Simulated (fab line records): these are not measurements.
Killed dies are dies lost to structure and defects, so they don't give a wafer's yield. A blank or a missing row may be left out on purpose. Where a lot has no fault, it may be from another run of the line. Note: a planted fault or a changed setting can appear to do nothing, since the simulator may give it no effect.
fab line records	flow n5-finfet
[record] lots = 6	wafers = 18	last-day = 18
route steps=1938 shown BEOL_M2@861 BEOL_M4@1111 PASSIVATION@1936
lots that met no fault: from a run of the same line without faults
start-h: the number of hours between the record's first day and the start of the first shown wafer of the lot	wait-h: time in hours since the lot's previous step	" as in the row above	L1.1+2: one row covering several wafers at once	- no value, or no start was given	* or withheld: withheld	< > ~ a bound
route shown NAME@n: a module of which the file shows steps, and the number in the route of the first	usual: mean/standard deviation taken from wafers without a fault	same: alike in all rows	chamber/n: place in a boat	sites: per-site readings	_std_site: their standard deviation	_edge_site: outer sites' mean less inner sites'	radius-mm: for every site, how far away it sits from the centre of the wafer	mask NAME#n: copy n	behind: tool/chamber where the wafer was last shaped	hold: reason for holding the lot/hours on hold/outcome of the hold	device: transistor that didn't switch, given as n, p or np	end of line: at the end of the route, the tests of the same wafers	a step without rows: its recipe alone	killed: dies lost to structure and defects at the first sort, not the wafer's yield	map: shows each die of a wafer: x if killed, . if not, _ if none is there
set.NAME: the setting the step ran with; set.NAME@STEP: the setting that earlier step ran with	model.NAME: the simulator's own value behind a step, which no gauge read
lots seen at some steps along the route; tables by step, rows by wafer
services: the hour from which a tool's chamber was out of use, counted from the record's first day as start-h (under 0 if before that day), plus the number of hours and why
[[steps]]
[step N5_BEOL_M2_STRIP_65]
[recipe] chemistry = N2/H2	temp-c = 40	n2-flow-sccm = 200	h2-flow-sccm = 200	rf-frequency-hz = 6e+07
[step N5_BEOL_M2_STRIP_75]
[recipe] chemistry = N2/H2	temp-c = 40	n2-flow-sccm = 200	h2-flow-sccm = 200	rf-frequency-hz = 6e+07
[step N5_BEOL_M2_STRIP_66]
[recipe] chemistry = CF4	resist = SiARC	power-w = 300	bias-power-w = 75	pressure-mtorr = 50	cf4-flow-sccm = 150	rf-frequency-hz = 6e+07
[usual] drypump-motor-current-A = 5.7/0.46	oes-product-au = 0.82/0.085	rf-vpp-V = 271.4/1.5	showerhead-plenum-p-Torr = 1.81/0.057	throttle-valve-pct = 13.45/0.22
lot.wafer	tool	chamber	start-h	wait-h	drypump-motor-current-A	oes-product-au	rf-hours-counter-h	rf-vpp-V	showerhead-plenum-p-Torr	throttle-valve-pct
L228.2	rie-diel-04	3	134.96	0.0	6.5	0.73	181	273.2	1.86	13.63
L228.4	"	2	"	"	5.7	0.70	224	270.2	1.77	13.78
L228.6	"	0	"	"	5.2	0.67	-	269.0	1.79	13.60
L238.1	rie-diel-04	0	195.76	0.0	5.2	0.94	2	270.1	1.78	13.07
L238.2	"	1	"	"	5.4	0.86	44	270.5	1.81	13.30
L238.4	"	2	"	"	5.8	0.69	247	269.7	1.77	13.84
L241.2	rie-diel-04	3	218.92	0.0	6.5	0.69	216	271.5	1.85	13.71
L241.5	"	0	"	"	5.2	0.90	-	271.1	1.78	13.07
L241.6	"	3	"	"	6.5	0.70	-	273.1	1.85	13.72
L242.1	rie-diel-05	3	236.69	0.0	5.2	0.84	55	272.0	1.91	13.52
L242.3	"	0	"	"	5.8	0.86	48	269.0	1.74	13.34
L242.6	"	0	"	"	5.7	0.86	-	270.5	1.74	13.32
L246.1	rie-diel-04	1	247.59	0.0	5.3	0.83	64	270.9	1.81	13.35
L246.3	"	0	"	"	5.2	0.88	20	270.1	1.78	13.10
L246.5	"	1	"	"	5.3	0.83	-	271.1	1.81	13.35
L247.1	rie-diel-02	0	259.77	0.0	5.8	0.71	219	269.1	1.70	13.66
L247.2	"	2	"	"	6.2	0.78	106	272.6	1.87	13.40
L247.4	"	1	"	"	5.3	0.81	83	271.3	1.81	13.50
[step N5_BEOL_M2_HM_OPEN_17]
[recipe] chemistry = Cl2/BCl3	target-depth-a = 200	overetch-a = 60	target = TiN	mask-material = SOC	ion-energy-ev = 150	pressure-mtorr = 10	icp-w = 1000	bias-w = 126	Cl2_flow_sccm = 53.25	bcl3-flow-sccm = 21.75	Ar_flow_sccm = 25
[usual] drypump-motor-current-A = 6.07/0.2	oes-product-au = 0.66/0.099	throttle-valve-pct = 22.16/0.14
lot.wafer	tool	chamber	start-h	wait-h	drypump-motor-current-A	oes-product-au	rf-hours-counter-h	throttle-valve-pct
L228.2	rie-metal-01	0	135.00	0.0	6.26	0.68	28	21.95
L228.4	"	0	"	"	6.25	0.68	-	21.96
L228.6	"	0	"	"	6.25	0.69	-	21.97
L238.1	rie-metal-01	1	195.80	0.0	6.16	0.82	2	22.06
L238.2	"	0	"	"	6.27	0.67	36	21.99
L238.4	"	1	"	"	6.17	0.82	-	22.04
L241.2	rie-metal-01	0	218.96	0.0	6.25	0.66	39	22.01
L241.5	"	0	"	"	6.28	0.65	-	22.03
L241.6	"	1	"	"	6.18	0.80	-	22.07
L242.1	rie-metal-01	0	236.73	0.0	6.27	0.64	41	22.05
L242.3	"	1	"	"	6.17	0.79	-	22.04
L242.6	"	1	"	"	6.19	0.77	-	22.07
L246.1	rie-metal-03	0	247.63	0.0	6.11	0.53	125	22.28
L246.3	"	1	"	"	6.01	0.67	-	22.16
L246.5	"	1	"	"	5.99	0.67	-	22.16
L247.1	rie-metal-01	0	259.81	0.0	6.24	0.66	43	22.01
L247.2	"	1	"	"	6.16	0.77	8	22.07
L247.4	"	0	"	"	6.27	0.65	-	22.01
[step N5_BEOL_M2_STRIP_19]
[recipe] chemistry = O2	power-w = 400	temp-c = 40	pressure-mtorr = 30	rf-frequency-hz = 6e+07	bias-power-w = 0	overash-fraction = 0.2	o2-flow-sccm = 225
[usual] drypump-motor-current-A = 5.7/0.44	oes-product-au = 0.83/0.097	rf-vpp-V = 3.6/0.46	showerhead-plenum-p-Torr = 2.11/0.066	throttle-valve-pct = 16.51/0.23
lot.wafer	tool	chamber	start-h	wait-h	drypump-motor-current-A	oes-product-au	rf-hours-counter-h	rf-vpp-V	showerhead-plenum-p-Torr	throttle-valve-pct
L228.2	rie-diel-02	2	135.11	0.1	6.2	0.84	63	3.6	2.22	16.45
L228.4	"	1	"	"	5.2	0.88	38	3.8	2.13	16.49
L228.6	"	0	"	"	5.8	0.73	-	3.5	2.00	16.62
L238.1	rie-diel-05	3	196.05	0.2	5.2	0.89	38	4.2	2.22	16.49
L238.2	"	1	"	"	5.6	0.85	52	3.4	2.04	16.63
L238.4	"	2	"	"	6.5	0.69	246	2.5	2.15	17.04
L241.2	rie-diel-02	3	219.07	0.1	5.7	0.88	30	3.4	2.13	16.26
L241.5	"	2	"	"	6.2	0.80	-	3.8	2.21	16.49
L241.6	"	3	"	"	5.6	0.89	-	3.3	2.13	16.27
L242.1	rie-diel-04	2	236.84	0.1	5.8	1.05	0	4.2	2.04	16.35
L242.3	"	1	"	"	5.4	0.86	59	3.9	2.13	16.51
L242.6	"	2	"	"	5.8	1.05	-	3.5	2.04	16.32
L246.1	rie-diel-04	1	247.74	0.1	5.4	0.84	64	3.3	2.13	16.52
L246.3	"	2	"	"	5.8	1.01	5	2.9	2.04	16.34
L246.5	"	1	"	"	5.4	0.84	-	3.3	2.13	16.51
L247.1	rie-diel-02	1	259.96	0.1	5.3	0.82	83	3.1	2.12	16.58
L247.2	"	3	"	"	5.7	0.86	44	3.5	2.13	16.28
L247.4	"	2	"	"	6.2	0.79	106	4.8	2.20	16.51
[step N5_BEOL_M2_CD_MEAS_18]
[recipe] pitch-nm = 36	target-cd-nm = 18
[usual] cd-nm = 18.0/0.36
lot.wafer	tool	chamber	start-h	wait-h	cd-nm
L228.2	cd-sem-01	-	135.18	0.1	17.7
L228.4	"	-	"	"	18.3
L228.6	"	-	"	"	18.2
L238.1	cd-sem-01	-	196.12	0.0	18.2
L238.2	"	-	"	"	17.6
L238.4	"	-	"	"	18.0
L241.2	cd-sem-03	-	219.14	0.1	17.5
L241.5	"	-	"	"	18.0
L241.6	"	-	"	"	17.6
L242.1	cd-sem-03	-	236.91	0.0	18.3
L242.3	"	-	"	"	18.4
L242.6	"	-	"	"	18.6
L246.1	cd-sem-02	-	247.81	0.0	18.4
L246.3	"	-	"	"	17.9
L246.5	"	-	"	"	18.4
L247.1	cd-sem-02	-	260.03	0.0	17.8
L247.2	"	-	"	"	17.6
L247.4	"	-	"	"	17.7
[step N5_BEOL_M2_COAT_67]
[recipe] resist = SOC	temp-c = 250	time-s = 60	spin-rpm = 1500	resist-thk-nm = 60
[step N5_BEOL_M2_COAT_68]
[recipe] resist = SiARC	temp-c = 220	time-s = 60	spin-rpm = 1500	resist-thk-nm = 12
[step N5_BEOL_M2_COAT_76]
[recipe] resist = underlayer	temp-c = 205	time-s = 60	spin-rpm = 1500	resist-thk-nm = 5
[step N5_BEOL_M2_COAT_22]
[recipe] resist = CAR-EUV	spin-rpm = 1500	resist-thk-nm = 30
[step N5_BEOL_M2_EBR_24]
[recipe] solvent = PGMEA	ebr-width-mm = 1.5
[step N5_BEOL_M2_SOFTBAKE_23]
[recipe] temp-c = 110	time-s = 60	resist = CAR-EUV
[step N5_BEOL_M2_EXPOSE_25]
[recipe] mask-id = V1	na = 0.33	source-shape = quasar	sigma-inner = 0.2	sigma-outer = 0.8	polarization = unpolarized	defocus-nm = 5	dose-mj = 63
[usual] exposure-dose-mJ-cm2 = 62.96/0.058
[same] sigma-inner = 0.2
lot.wafer	tool	chamber	start-h	wait-h	mask	exposure-dose-mJ-cm2
L228.2	euv-scanner-01	0	135.49	-	V1#0	63.03
L228.4	"	0	"	"	V1#0	62.90
L228.6	"	0	"	"	V1#0	62.94
L238.1	euv-scanner-01	0	196.29	-	V1#0	65.43
L238.2	"	0	"	"	V1#0	65.32
L238.4	"	0	"	"	V1#0	65.50
L241.2	euv-scanner-01	0	219.45	-	V1#0	64.89
L241.5	"	0	"	"	V1#0	64.97
L241.6	"	0	"	"	V1#0	64.93
L242.1	euv-scanner-02	0	237.21	-	V1#0	62.90
L242.3	"	0	"	"	V1#0	63.03
L242.6	"	0	"	"	V1#0	63.04
L246.1	euv-scanner-02	0	247.98	-	V1#0	62.85
L246.3	"	0	"	"	V1#0	63.04
L246.5	"	0	"	"	V1#0	62.91
L247.1	euv-scanner-02	0	260.35	-	V1#0	63.00
L247.2	"	0	"	"	V1#0	62.87
L247.4	"	0	"	"	V1#0	62.95
[step N5_BEOL_M2_PEB_26]
[recipe] peb-temp-c = 100	peb-time-s = 60	resist = CAR-EUV
[step N5_BEOL_M2_DEVELOP_27]
[recipe] develop-time-s = 30	developer = TMAH	resist = CAR-EUV	rinse-liquid = surfactant-rinse	dry = air-spin	dev-temp-c = 23
[step N5_BEOL_M2_CD_MEAS_28]
[recipe] target-cd-nm = 26.2	landing-energy-ev = 500	detector = se-inlens	target-cd-y-nm = 24.1	polarity = opening
[usual] cd-nm = 26.22/0.22
lot.wafer	tool	chamber	start-h	wait-h	cd-nm
L228.2	cd-sem-02	0	135.63	-	26.04
L228.4	"	0	"	"	25.92
L228.6	"	0	"	"	25.82
L238.1	cd-sem-02	0	196.44	-	26.98
L238.2	"	0	"	"	26.89
L238.4	"	0	"	"	26.90
L241.2	cd-sem-01	0	219.59	-	26.86
L241.5	"	0	"	"	26.80
L241.6	"	0	"	"	26.46
L242.1	cd-sem-02	0	237.36	-	26.49
L242.3	"	0	"	"	25.96
L242.6	"	0	"	"	26.28
L246.1	cd-sem-03	0	248.13	-	26.10
L246.3	"	0	"	"	26.22
L246.5	"	0	"	"	26.45
L247.1	cd-sem-02	0	260.50	-	26.20
L247.2	"	0	"	"	26.09
L247.4	"	0	"	"	26.22
[step N5_BEOL_M2_OVL_MEAS_29]
[recipe] points-per-wafer = 522
[usual] V1_OVL = 0.3/0.62
lot.wafer	tool	chamber	start-h	wait-h	V1_OVL[nm]
L228.2	overlay-02	0	135.66	0.0	-0.6
L228.4	"	0	"	"	-0.9
L228.6	"	0	"	"	-0.6
L238.1	overlay-01	0	196.47	0.0	-0.3
L238.2	"	0	"	"	0.2
L238.4	"	0	"	"	-0.4
L241.2	overlay-02	0	219.62	0.0	0.1
L241.5	"	0	"	"	0.2
L241.6	"	0	"	"	0.0
L242.1	overlay-02	0	237.39	0.0	-0.3
L242.3	"	0	"	"	-0.7
L242.6	"	0	"	"	-0.1
L246.1	overlay-01	0	248.16	0.0	0.1
L246.3	"	0	"	"	0.7
L246.5	"	0	"	"	0.9
L247.1	overlay-01	0	260.53	0.0	-0.1
L247.2	"	0	"	"	1.1
L247.4	"	0	"	"	0.9
[step N5_BEOL_M4_RC_MEAS_101]
[usual] DIBL_N = 36.2/1.6	DIBL_P = 36.5/1.9	IOFF_N = 0.158/0.027	IOFF_P = 0.21/0.038	ION_N = 675/12	ION_P = 464/8.9	SS_N = 71.5/0.61	SS_P = 73.4/0.59	VT_N = 250.4/3	VT_P = -250/3.6
lot.wafer	tool	chamber	start-h	wait-h	DIBL_N[mV/V]	DIBL_P[mV/V]	IOFF_N[nA/um]	IOFF_P[nA/um]	ION_N[uA/um]	ION_P[uA/um]	SS_N[mV/dec]	SS_P[mV/dec]	VT_N[mV]	VT_P[mV]
L228.2	prober-01	0	164.55	0.2	37.2	37.7	0.177	0.24	689	471	72.6	73.8	247.7	-247
L228.4	"	0	"	"	36.0	36.2	0.144	0.21	675	467	70.5	73.4	252.2	-250
L228.6	"	0	"	"	37.2	38.0	0.173	0.25	684	471	72.0	73.7	250.8	-247
L238.1	prober-01	0	227.46	0.0	36.1	36.1	0.162	0.20	683	463	71.3	73.5	247.1	-251
L238.2	"	0	"	"	36.6	36.7	0.168	0.20	682	462	71.3	73.3	247.3	-246
L238.4	"	0	"	"	37.8	39.3	0.206	0.26	706	486	71.6	74.4	245.4	-246
L241.2	prober-01	0	255.40	0.2	38.5	39.4	0.208	0.28	680	473	72.2	74.3	245.6	-246
L241.5	"	0	"	"	38.5	40.3	0.212	0.31	684	476	72.4	73.7	245.3	-244
L241.6	"	0	"	"	38.3	40.2	0.207	0.32	690	483	71.5	74.5	246.2	-244
L242.1	prober-02	0	275.09	0.0	36.0	36.8	0.154	0.21	678	461	71.9	73.5	251.5	-251
L242.3	"	0	"	"	32.6	33.1	0.108	0.15	663	454	71.3	73.0	252.2	-255
L242.6	"	0	"	"	35.5	35.9	0.148	0.19	669	459	72.0	73.0	248.8	-251
L246.1	prober-01	0	276.71	0.0	34.3	37.1	0.136	0.19	670	464	72.5	73.1	254.0	-254
L246.3	"	0	"	"	34.1	36.9	0.137	0.19	671	462	71.9	73.8	251.3	-252
L246.5	"	0	"	"	36.8	39.9	0.192	0.25	683	470	72.1	73.9	249.9	-249
L247.1	prober-02	0	307.55	0.0	37.6	35.6	0.169	0.23	663	456	72.5	73.1	251.5	-248
L247.2	"	0	"	"	36.5	35.5	0.159	0.23	674	470	72.1	73.5	249.0	-246
L247.4	"	0	"	"	37.8	36.5	0.174	0.24	675	461	72.2	73.8	248.9	-249
[step N5_PASSIVATION_PROBE_49]
[usual] defect-limited-yield = 91.3/1.7	killed_at_M0_to_M3 = 33/11	killed_at_M4_up = 14/5.5	killed-at-contacts = 13/6.5	killed-at-front-end = 39/13	killed-at-other = 3.4/2.9	killed-dies = 103/20	killed-open = 69/15	killed-short = 32/8.1	sort_bin_5_function = 5.1/1.1	sort_bin_6_memory = 3.3/0.74	sort-n-pass = 1077/20	sort-yield-pct = 91.3/1.7
[same] gross-dies = 1180	killed-at-back-side = 0	sort_bin_4_leakage[%] = 0	sort_bin_8_speed[%] = 0
lot.wafer	tool	chamber	start-h	wait-h	defect-limited-yield[%]	killed_at_M0_to_M3	killed_at_M4_up	killed-at-contacts	killed-at-front-end	killed-at-other	killed-dies	killed-open	killed-short	sort_bin_5_function[%]	sort_bin_6_memory[%]	sort-n-pass	sort-yield-pct[%]
L238.1	prober-01	-	335.75	0.0	92.2	55	7	8	20	2	92	64	24	4.5	3.0	1088	92.2
// killed by level:class
L238.1 BEOL_M0_SAQP:geometric-particle:open=18 BEOL_M1:geometric-particle:open=14 BEOL_M0_SAQP:geometric-particle:short=7 MOL_CONTACT_COAG:geometric-particle:open=6 BEOL_M2:geometric-particle:open=6 DUMMY_GATE:geometric-particle:open=4 BEOL_M3:geometric-particle:short=4 BEOL_M4:geometric-particle:open=4
[[services]]
tool	chamber	start-h	hours	kind
euv-scanner-01	-	114.40	0.7	repair
euv-scanner-01	-	135.55	1.0	pm
euv-scanner-02	-	145.82	1.0	pm
rie-metal-01	1	152.42	-	clean
rie-metal-01	1	152.42	22.0	scheduled-down
rie-metal-01	1	152.42	22.0	vent-cycle
euv-scanner-02	-	156.89	4.6	pm
euv-scanner-01	-	161.52	5.8	pm
rie-diel-04	0	163.15	-	clean
rie-diel-04	0	163.15	-	consumable-replace:focus-ring
rie-diel-04	0	163.15	21.2	scheduled-down
rie-diel-04	0	163.15	21.2	vent-cycle
rie-diel-04	2	165.46	6.9	repair
euv-scanner-01	-	171.49	0.6	repair
euv-scanner-01	-	191.70	1.0	pm
euv-scanner-01	-	197.22	0.1	repair
euv-scanner-01	-	197.84	0.7	repair
rie-diel-04	0	212.51	4.9	repair
rie-diel-04	2	214.43	1.4	repair
rie-diel-04	2	217.64	-	clean
rie-diel-04	2	217.64	-	consumable-replace:focus-ring
rie-diel-04	2	217.64	18.5	scheduled-down
rie-diel-04	2	217.64	18.5	vent-cycle
euv-scanner-01	-	224.93	107.6	repair
[[key]]
[first-sign] step = N5_BEOL_M2_EXPOSE_25	reading = exposure-dose-mJ-cm2	direction = up	sigmas = 38	usual = 62.96	struck = 65.17
[effect] step = N5_BEOL_M2_CD_MEAS_28	reading = cd-nm	direction = up	sigmas = 2.6	usual = 26.22	struck = 26.82	through = control-loop
met-at N5_BEOL_M2_EXPOSE_25
struck-wafers L238.1,L238.2,L238.4,L241.2,L241.5,L241.6
rows-end L241.2,L241.5,L241.6
[loop-trim] step = N5_BEOL_M2_EXPOSE_25	setting = dose	lots = L241
onset-between 135.49 196.29
[fault] kind = process-parameter-drift	tool = euv-scanner-01	chamber = -	onset-h = 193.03	steps = N5_BEOL_M2_EXPOSE_25	channel = dose-mj	offset = 2.5176	shape = step	acts-in = these-recipes-only	stated = 63
// rows-end: these wafers met a further fault down the route, and their rows from its step on are left out
// loop-trim: a control loop set the setting to another value than it would have without faults
